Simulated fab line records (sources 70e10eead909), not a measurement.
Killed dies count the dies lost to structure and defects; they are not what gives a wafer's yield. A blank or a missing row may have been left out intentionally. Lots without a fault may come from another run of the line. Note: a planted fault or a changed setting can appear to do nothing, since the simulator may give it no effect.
Chamber matching || flow nand-harc || 4 sister chambers for NHARC_P_M1_CMP_23 on cmp-03
The step polishes, t overpolish 20 s, target thk 157.82 nm. 8 wafers are shown with their chamber, then 6 later ones without.

== WAFERS, EACH WITH ITS CHAMBER ==
{"wafer": "L105.6", "chamber": 3, "motor-current-A (A)": 11.8, "time-to-endpoint-s (s)": 26.9}
{"wafer": "L108.5", "chamber": 1, "motor-current-A (A)": 12.7, "time-to-endpoint-s (s)": 26.5}
{"wafer": "L109.1", "chamber": 3, "motor-current-A (A)": 11.6, "time-to-endpoint-s (s)": 29.0}
{"wafer": "L109.6", "chamber": 0, "motor-current-A (A)": 12.1, "time-to-endpoint-s (s)": 29.5}
{"wafer": "L112.1", "chamber": 0, "motor-current-A (A)": 12.6, "time-to-endpoint-s (s)": 28.5}
{"wafer": "L121.2", "chamber": 2, "motor-current-A (A)": 13.2, "time-to-endpoint-s (s)": 25.3}
{"wafer": "L121.5", "chamber": 1, "motor-current-A (A)": 12.8, "time-to-endpoint-s (s)": 25.4}
{"wafer": "L121.6", "chamber": 2, "motor-current-A (A)": 13.7, "time-to-endpoint-s (s)": 27.4}

== WAFERS WITHOUT THEIR CHAMBER ==
{"wafer": "L123.2", "motor-current-A (A)": 12.9, "time-to-endpoint-s (s)": 28.2}
{"wafer": "L123.3", "motor-current-A (A)": 11.3, "time-to-endpoint-s (s)": 24.0}
{"wafer": "L123.6", "motor-current-A (A)": 12.2, "time-to-endpoint-s (s)": 26.3}
{"wafer": "L125.1", "motor-current-A (A)": 11.6, "time-to-endpoint-s (s)": 27.1}
{"wafer": "L125.3", "motor-current-A (A)": 12.4, "time-to-endpoint-s (s)": 28.1}
{"wafer": "L125.6", "motor-current-A (A)": 13.5, "time-to-endpoint-s (s)": 23.9}

== CHAMBER TAKEN BY EACH ==
{"wafer": "L123.2", "from the rows above": "can't be placed: 1 or 0 or 2", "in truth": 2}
{"wafer": "L123.3", "from the rows above": 3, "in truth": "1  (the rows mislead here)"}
{"wafer": "L123.6", "from the rows above": "can't be placed: 1 or 3 or 0", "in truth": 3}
{"wafer": "L125.1", "from the rows above": 3, "in truth": 3}
{"wafer": "L125.3", "from the rows above": "can't be placed: 0 or 1 or 3", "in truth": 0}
{"wafer": "L125.6", "from the rows above": "can't be placed: 2 or 1", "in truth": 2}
Correct placement for 1 of the 6. Not placeable from these rows: 4 (in 4, the candidates include the true chamber). 1 placed wrongly.
How it was worked out, from the rows above alone: a wafer's distance from a chamber is the root of the sum, over the readings, of the square of ((its reading less the chamber's mean) divided by the reading's scatter). The wafer belongs to the nearest chamber; if the next one is less than 2 further off, it can't be placed. Each chamber's mean is taken over the wafers shown for it. The scatter is the square root of a quotient: the sum, over the shown wafers, of each reading's squared deviation from its chamber's mean, divided by wafers minus chambers.
